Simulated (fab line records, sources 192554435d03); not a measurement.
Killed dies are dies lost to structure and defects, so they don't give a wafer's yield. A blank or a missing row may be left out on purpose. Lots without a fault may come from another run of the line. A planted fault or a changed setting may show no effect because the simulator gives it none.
Which tool did it? | flow n5_finfet | 9 lots, 27 wafers sampled, at 5 steps of a route of 1938

WHAT THE GAUGES READ, wafer by wafer
N5_BEOL_M1_INSPECT_13: inspects for defects (brightfield). Usual: raw_defect_count 394, standard deviation 110.
lot  | measured     | on                | raw_defect_count | flag
L287 | day 6 02:49  | defect_inspect-01 | 391 396 509      |
L290 | day 7 00:08  | defect_inspect-01 | 360 353 387      |
L292 | day 7 09:53  | defect_inspect-02 | 523 524 639      |
L293 | day 7 10:09  | defect_inspect-01 | 293 217 257      |
L294 | day 7 21:42  | defect_inspect-01 | 448 399 427      |
L302 | day 9 22:02  | defect_inspect-02 | 464 339 389      |
L304 | day 10 10:15 | defect_inspect-01 | 261 255 250      |
L306 | day 10 21:14 | defect_inspect-01 | 356 324 404      |
L310 | day 11 19:16 | defect_inspect-02 | 602 703 765      |

N5_BEOL_M4_RC_MEAS_101. Usual: DIBL_N 36.3 mV/V, standard deviation 1.6; DIBL_P 36.4 mV/V, standard deviation 2.1; IOFF_N 0.16 nA/um, standard deviation 0.032; IOFF_P 0.22 nA/um, standard deviation 0.044; ION_N 675 uA/um, standard deviation 12; ION_P 463 uA/um, standard deviation 8.3; SS_N 71.6 mV/dec, standard deviation 0.64; SS_P 73.3 mV/dec, standard deviation 0.67; VT_N 250 mV, standard deviation 3.3; VT_P -250 mV, standard deviation 3.7.
lot  | measured     | on        | DIBL_N (mV/V)  | DIBL_P (mV/V)  | IOFF_N (nA/um) | IOFF_P (nA/um) | ION_N (uA/um) | ION_P (uA/um) | SS_N (mV/dec)  | SS_P (mV/dec)  | VT_N (mV)   | VT_P (mV)      | flag
L287 | day 10 05:23 | prober-01 | 33.9 35.8 33.8 | 34.4 36.6 33.3 | 0.12 0.16 0.12 | 0.18 0.21 0.17 | 664 683 663   | 454 466 460   | 70.7 71.1 71.6 | 72.0 72.7 72.3 | 254 250 252 | -252 -253 -254 |
L290 | day 10 10:26 | prober-02 | 38.8 35.0 36.4 | 38.2 33.1 35.1 | 0.18 0.12 0.15 | 0.23 0.16 0.20 | 684 666 686   | 466 455 464   | 71.7 70.6 71.9 | 73.9 73.1 73.5 | 252 256 251 | -247 -255 -251 |
L292 | day 10 16:30 | prober-02 | 36.3 35.1 37.4 | 35.5 33.6 36.4 | 0.15 0.13 0.18 | 0.19 0.17 0.21 | 674 667 694   | 463 462 471   | 70.6 70.5 71.2 | 73.7 73.0 72.5 | 251 250 246 | -251 -252 -254 |
L293 | day 10 15:55 | prober-01 | 35.5 35.7 34.7 | 36.4 36.0 34.5 | 0.16 0.15 0.13 | 0.22 0.21 0.18 | 679 668 663   | 465 457 451   | 71.4 71.8 71.7 | 73.5 72.9 73.5 | 248 251 253 | -251 -248 -250 |
L294 | day 11 12:28 | prober-01 | 36.8 36.9 37.2 | 38.9 38.7 40.1 | 0.19 0.19 0.20 | 0.26 0.26 0.29 | 690 682 697   | 472 471 486   | 71.3 71.8 71.9 | 74.1 73.6 74.9 | 249 249 247 | -248 -248 -245 |
L302 | day 13 18:07 | prober-02 | 34.7 33.1 35.3 | 35.1 33.9 35.8 | 0.14 0.11 0.15 | 0.20 0.18 0.20 | 663 651 668   | 458 457 462   | 71.4 71.3 71.0 | 73.7 73.1 74.1 | 253 257 251 | -253 -252 -251 |
L304 | day 13 20:44 | prober-01 | 38.0 33.7 34.7 | 37.5 32.2 33.5 | 0.20 0.12 0.13 | 0.26 0.17 0.18 | 699 654 674   | 471 452 461   | 72.3 70.6 71.4 | 74.3 72.7 74.0 | 246 253 251 | -244 -250 -251 |
L306 | day 14 05:22 | prober-02 | 34.3 34.8 33.7 | 32.5 33.8 31.3 | 0.10 0.12 0.09 | 0.13 0.14 0.12 | 642 676 651   | 435 460 442   | 70.7 71.0 70.2 | 72.8 73.8 71.9 | 257 253 258 | -258 -256 -259 |
L310 | day 16 21:25 | prober-01 | 35.7 37.1 35.8 | 34.9 36.6 35.0 | 0.15 0.17 0.15 | 0.21 0.23 0.21 | 665 670 680   | 459 462 463   | 71.9 72.6 72.4 | 72.9 73.0 72.9 | 250 248 253 | -250 -248 -251 |

WHICH TOOL RAN EACH LOT (tool, then ch and the chambers of the sampled wafers, then the start)
lot  | N5_BEOL_M1_ETCH_74                 | N5_BEOL_M1_STRIP_66                | N5_BEOL_M1_HM_OPEN_17
L287 | rie_diel-04 ch 0,1,3, day 6 02:52  | rie_diel-04 ch 0,1,3, day 6 03:03  | rie_metal-01 ch 0,1, day 6 03:05
L290 | rie_diel-05 ch 1,3, day 7 00:12    | rie_diel-05 ch 1,3, day 7 00:22    | rie_metal-02 ch 0,1, day 7 00:26
L292 | rie_diel-05 ch 0,1,3, day 7 09:57  | rie_diel-05 ch 0,1,3, day 7 10:07  | rie_metal-02 ch 0,1, day 7 10:12
L293 | rie_diel-05 ch 0,1,3, day 7 10:13  | rie_diel-05 ch 0,1,3, day 7 10:23  | rie_metal-01 ch 0,1, day 7 10:26
L294 | rie_diel-05 ch 0,3, day 7 21:46    | rie_diel-05 ch 0,3, day 7 21:56    | rie_metal-03 ch 1, day 7 22:01
L302 | rie_diel-05 ch 1,2,3, day 9 22:07  | rie_diel-05 ch 1,2,3, day 9 22:17  | rie_metal-02 ch 0,1, day 9 22:19
L304 | rie_diel-05 ch 0,1,3, day 10 10:25 | rie_diel-05 ch 0,1,3, day 10 10:35 | rie_metal-02 ch 0,1, day 10 10:40
L306 | rie_diel-01 ch 0,1,3, day 10 21:18 | rie_diel-01 ch 0,1,3, day 10 21:28 | rie_metal-02 ch 0,1, day 10 21:32
L310 | rie_diel-01 ch 0,1, day 11 20:16   | rie_diel-01 ch 0,1, day 11 20:26   | rie_metal-02 ch 1, day 11 20:32
- N5_BEOL_M1_ETCH_74: etches underlayer in N2/H2, target depth 6.5 nm, time 5.2 s.
- N5_BEOL_M1_STRIP_66: strips in CF4.
- N5_BEOL_M1_HM_OPEN_17: chemistry Cl2/BCl3, target TiN, target depth 20 nm, overetch 6 nm.

WHAT THE TOOLS THEMSELVES READ (means of the sampled wafers that have a number; where no wafer has one, the mark that the record gives instead)
N5_BEOL_M1_ETCH_74. Usual: bias_w 150.0 W, standard deviation 0.44; drypump_motor_current_A 5.5 A, standard deviation 0.52; etch_rf_on_time_s 5.13 s, standard deviation 0.11; n2_flow_sccm 200.0 sccm, standard deviation 0.59; oes_product_au 0.69 a.u., standard deviation 0.065; rf_vpp_V 523.9 V, standard deviation 2.8; showerhead_plenum_p_Torr 2.55 Torr, standard deviation 0.095; throttle_valve_pct 17.90 %, standard deviation 0.22.
lot  | tool        | bias_w (W) | drypump_motor_current_A (A) | etch_rf_on_time_s (s) | n2_flow_sccm (sccm) | oes_product_au (a.u.) | rf_vpp_V (V) | showerhead_plenum_p_Torr (Torr) | throttle_valve_pct (%) | flag
L287 | rie_diel-04 | 149.8      | 5.8                         | 5.20                  | 200.0               | 0.65                  | 522.9        | 2.51                            | 18.08                  |
L290 | rie_diel-05 | 150.2      | 5.3                         | 5.13                  | 200.1               | 0.76                  | 523.5        | 2.55                            | 17.87                  |
L292 | rie_diel-05 | 149.8      | 5.2                         | 5.09                  | 200.7               | 0.72                  | 526.7        | 2.61                            | 17.97                  |
L293 | rie_diel-05 | 150.0      | 5.2                         | 5.08                  | 199.9               | 0.71                  | 524.6        | 2.61                            | 17.96                  |
L294 | rie_diel-05 | 150.2      | 4.8                         | 5.17                  | 200.2               | 0.66                  | 525.1        | 2.59                            | 17.98                  |
L302 | rie_diel-05 | 160.6      | 5.5                         | 4.89                  | 200.5               | 0.73                  | 546.6        | 2.53                            | 17.87                  | OFF
L304 | rie_diel-05 | 160.3      | 5.2                         | 4.99                  | 200.0               | 0.70                  | 548.7        | 2.60                            | 18.01                  | OFF
L306 | rie_diel-01 | 150.6      | 6.2                         | 5.05                  | 200.6               | 0.73                  | 522.9        | 2.57                            | 17.90                  |
L310 | rie_diel-01 | 149.9      | 6.2                         | 4.91                  | 199.8               | 0.66                  | 524.9        | 2.61                            | 17.93                  |

N5_BEOL_M1_STRIP_66. Usual: drypump_motor_current_A 5.5 A, standard deviation 0.53; oes_product_au 0.79 a.u., standard deviation 0.075; power_w 299.9 W, standard deviation 0.92; rf_vpp_V 271.4 V, standard deviation 1.5; showerhead_plenum_p_Torr 1.80 Torr, standard deviation 0.059; throttle_valve_pct 13.63 %, standard deviation 0.2.
lot  | tool        | drypump_motor_current_A (A) | oes_product_au (a.u.) | power_w (W) | rf_vpp_V (V) | showerhead_plenum_p_Torr (Torr) | throttle_valve_pct (%) | flag
L287 | rie_diel-04 | 5.8                         | 0.77                  | 300.2       | 271.0        | 1.78                            | 13.79                  |
L290 | rie_diel-05 | 5.2                         | 0.87                  | 299.7       | 270.8        | 1.81                            | 13.45                  |
L292 | rie_diel-05 | 5.2                         | 0.82                  | 299.6       | 272.4        | 1.84                            | 13.62                  |
L293 | rie_diel-05 | 5.2                         | 0.82                  | 299.8       | 272.5        | 1.84                            | 13.62                  |
L294 | rie_diel-05 | 4.8                         | 0.77                  | 300.1       | 271.1        | 1.83                            | 13.69                  |
L302 | rie_diel-05 | 5.5                         | 0.81                  | 299.1       | 272.1        | 1.79                            | 13.56                  |
L304 | rie_diel-05 | 5.2                         | 0.80                  | 299.8       | 272.0        | 1.83                            | 13.66                  |
L306 | rie_diel-01 | 6.2                         | 0.82                  | 301.0       | 272.4        | 1.81                            | 13.60                  |
L310 | rie_diel-01 | 6.1                         | 0.76                  | 299.6       | 272.9        | 1.84                            | 13.65                  |

N5_BEOL_M1_HM_OPEN_17. Usual: bias_w 126.1 W, standard deviation 0.35; drypump_motor_current_A 5.6 A, standard deviation 0.58; oes_product_au 0.65 a.u., standard deviation 0.091; throttle_valve_pct 22.08 %, standard deviation 0.19.
lot  | tool         | bias_w (W) | drypump_motor_current_A (A) | oes_product_au (a.u.) | throttle_valve_pct (%) | flag
L287 | rie_metal-01 | 125.9      | 5.2                         | 0.73                  | 21.96                  |
L290 | rie_metal-02 | 126.1      | 5.3                         | 0.62                  | 22.05                  |
L292 | rie_metal-02 | 126.1      | 5.9                         | 0.69                  | 22.16                  |
L293 | rie_metal-01 | 126.3      | 5.4                         | 0.71                  | 21.87                  |
L294 | rie_metal-03 | 126.2      | 6.0                         | 0.56                  | 21.97                  |
L302 | rie_metal-02 | 125.7      | 5.9                         | 0.67                  | 22.17                  |
L304 | rie_metal-02 | 126.0      | 5.4                         | 0.60                  | 22.08                  |
L306 | rie_metal-02 | 125.8      | 5.4                         | 0.60                  | 22.08                  |
L310 | rie_metal-02 | 126.4      | 6.4                         | 0.73                  | 22.26                  |

THE ANSWER, worked out from the rows above alone
Rule: a lot is off if the mean of its wafers that have a number lies more than 3 standard deviations from the usual mean. A lot without any number at a reading at which 4 lots or more have one is off too. The other lots that the step has rows for count as sound. The gauges are gone through in route order, then the tools' own readings, and for those a lot's mean is taken as printed above. The first step at which some lot is off is used, and at that step the reading that is off furthest; a lot without a number counts as furthest.
Off: L302, L304, at N5_BEOL_M1_ETCH_74 (bias_w).
A tool fits if, at that step or a process step before it, it ran every lot that is off, and no sound lot after the first of them. One fits: rie_diel-05 at N5_BEOL_M1_ETCH_74. Its last sound lot is L294 (day 7 21:46), its first lot that is off L302 (day 9 22:07): a fault that began between those two fits.
The tool's own readings at N5_BEOL_M1_ETCH_74 bear it out: on the lots that are off they differ by more than 5 times the standard deviation of the sound lots' means. bias_w reads 160.4 W there against 150.1 W on the sound lots; rf_vpp_V reads 547.7 V there against 524.4 V on the sound lots.

WHAT THE SIMULATOR HAD PUT IN
Process parameter drift: rie_diel-05, from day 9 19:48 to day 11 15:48, at N5_BEOL_M1_ETCH_74. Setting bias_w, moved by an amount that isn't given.
Lots struck among those shown: L302, L304. The rule above found the same.
